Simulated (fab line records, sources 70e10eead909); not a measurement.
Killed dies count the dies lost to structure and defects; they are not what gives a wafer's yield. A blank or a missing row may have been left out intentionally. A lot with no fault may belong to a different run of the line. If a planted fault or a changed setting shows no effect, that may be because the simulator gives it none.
A struck lot beside a sound one	flow nand_harc	24 steps out of a route of 1159
Sound: wafers L961.3, L961.4, L961.5. Wafers struck: L973.3, L973.5, L973.6. The cause comes at the end.
For every step that has rows: the tool of each side, followed by ch and its chambers, followed by its first start. Under that, the readings that differ: sound wafers	struck wafers	difference of the means	sigmas: that difference in standard deviations of wafers without a fault.
alike: a reading whose means differ by less than 2 such deviations, as well as words and numbers matching on both sides. not compared: withheld readings; readings where some wafer has no value; bounds like >300 that might hide an equal value; numbers whose values overlap and for which the record gives no deviation.
A row with sigmas, a row that says differs or no value, or rows on one side alone: a step with any of these is where the two part. Numbers that don't overlap but have no deviation are shown without sigmas and don't part them. Lack of a reading on every wafer of one side parts them only where that side has two or more wafers.

NHARC_P_M1_INSPECT_27:
  struck on defect_inspect-02, day 10 07:16; sound on defect_inspect-01, day 7 13:52
reading	sound	struck	difference	sigmas
raw_defect_count	492 699 447	215 127 97	-400	-3
NHARC_P_M1_PRE_CLEAN_32: time 12 s.
  sound on pecvd-04 ch 0,1, day 7 14:00; struck on pecvd-04 ch 0,1, day 10 07:20
  alike: heater_power_w
NHARC_P_M1_DEP_33: deposits SiCN, target thk 30 nm.
  sound on pecvd-04 ch 0,1, day 7 14:05; struck on pecvd-04 ch 0,1, day 10 07:25
  alike: heater_power_w
then, 8 steps without rows for these wafers: NHARC_P_M2_DEP_00 (deposits SiOC, target thk 182.5 nm); NHARC_P_M2_DEHYDRATE_01 (time 120 s); NHARC_P_M2_HMDS_02 (time 30 s); NHARC_P_M2_COAT_34 (time 65 s); NHARC_P_M2_COAT_03 (resist thk 90 nm); NHARC_P_M2_SOFTBAKE_04 (time 55 s); NHARC_P_M2_EBR_05; NHARC_P_M2_EXPOSE_06 (exposes mask P M2, target cd 170 nm).
NHARC_P_M2_PEB_07: peb time 65 s.
  sound on litho_track-06 ch 0, day 7 15:14; struck on litho_track-06 ch 0, day 10 08:34
reading	sound	struck	difference	sigmas
heater_power_total_W (W)	157.1 157.1 156.3	170.3 170.3 169.2	+13.1	+30
plate_temp_C (C)	100.02 100.12 100.10	106.27 106.20 106.18	+6.14	+44
then, 1 step without rows for these wafers: NHARC_P_M2_DEVELOP_08 (develop time 35 s).
NHARC_P_M2_CD_MEAS_09: target cd 170 nm.
  sound on cd_sem-03 ch 0, day 7 15:19; struck on cd_sem-02 ch 0, day 10 08:38
reading	sound	struck	difference	sigmas
cd_nm (nm)	170.9 170.2 170.0	188.8 188.9 188.7	+18.4	+38
NHARC_P_M2_OVL_MEAS_10: pitch 340 nm.
  struck on overlay-02, day 10 08:43; sound on overlay-02, day 7 15:23
  alike: overlay_x_nm, overlay_y_nm
NHARC_P_M2_INSPECT_11:
  struck on defect_inspect-01, day 10 08:46; sound on defect_inspect-02, day 7 15:26
  alike: raw_defect_count
NHARC_P_M2_DESCUM_14: chemistry O2, time 3 s.
  sound on rie_diel-03 ch 1,3, day 7 15:29; struck on rie_diel-03 ch 0,3, day 10 08:50
reading	sound	struck	difference	sigmas
model.P_M2.cd_nm (nm)	170.1 170 170.3	188.9 188.8 188.6	+18.6	
  alike: drypump_motor_current_A, oes_product_au, rf_vpp_V, showerhead_plenum_p_Torr, throttle_valve_pct
  not compared: rf_hours_counter_h
NHARC_P_M2_ETCH_35: etches the open film in N2/H2, target depth 40 nm, overetch 12 nm, time 43.94 s.
  sound on rie_diel-03 ch 0,3, day 7 15:35; struck on rie_diel-03 ch 0,1,3, day 10 08:55
  alike: bias_w, drypump_motor_current_A, oes_product_au, rf_vpp_V, showerhead_plenum_p_Torr, throttle_valve_pct
  not compared: rf_hours_counter_h
NHARC_P_M2_ETCH_15: etches the open film in C4F8/Ar, target depth 182.5 nm, time 91.2 s.
  sound on rie_diel-03 ch 0,2; struck on rie_diel-03 ch 0,1
  alike: bias_w, oes_product_au, rf_vpp_V
  not compared: rf_hours_counter_h
NHARC_P_M2_CD_MEAS_16:
  struck on cd_sem-03, day 10 09:08; sound on cd_sem-02, day 7 15:48
reading	sound	struck	difference	sigmas
cd_nm (nm)	170.0 169.8 170.0	188.8 189.1 188.5	+18.9	+30
NHARC_P_M2_STRIP_18: strips in N2/H2.
  sound on rie_diel-03 ch 2,3, day 7 15:53; struck on rie_diel-03 ch 0,3, day 10 09:14
  alike: drypump_motor_current_A, oes_product_au, power_w, rf_vpp_V, showerhead_plenum_p_Torr, throttle_valve_pct
  not compared: rf_hours_counter_h
NHARC_P_M2_ETCH_28: etches the open film in CF4/N2, target depth 30 nm, time 72.99 s.
  sound on rie_diel-03 ch 0,2,3; struck on rie_diel-03 ch 1,2,3
reading	sound	struck	difference	sigmas
model.P_M2.cd_nm (nm)	169.8 169.8 170.1	188.8 188.8 188.1	+18.7	
  alike: bias_w, drypump_motor_current_A, oes_product_au, rf_vpp_V, showerhead_plenum_p_Torr, throttle_valve_pct
  not compared: rf_hours_counter_h
then, 2 steps without rows for these wafers: NHARC_P_M2_STRIP_19 (strips in post etch residue remover, time 600 s); NHARC_END_SORT_01.

WHERE THEY PART
First at NHARC_P_M1_INSPECT_27; last, within this record, at NHARC_P_M2_CD_MEAS_16. Later steps at which nothing parts them and some readings are alike: NHARC_P_M2_STRIP_18, NHARC_P_M2_ETCH_28.

WHY: what the simulator had put in
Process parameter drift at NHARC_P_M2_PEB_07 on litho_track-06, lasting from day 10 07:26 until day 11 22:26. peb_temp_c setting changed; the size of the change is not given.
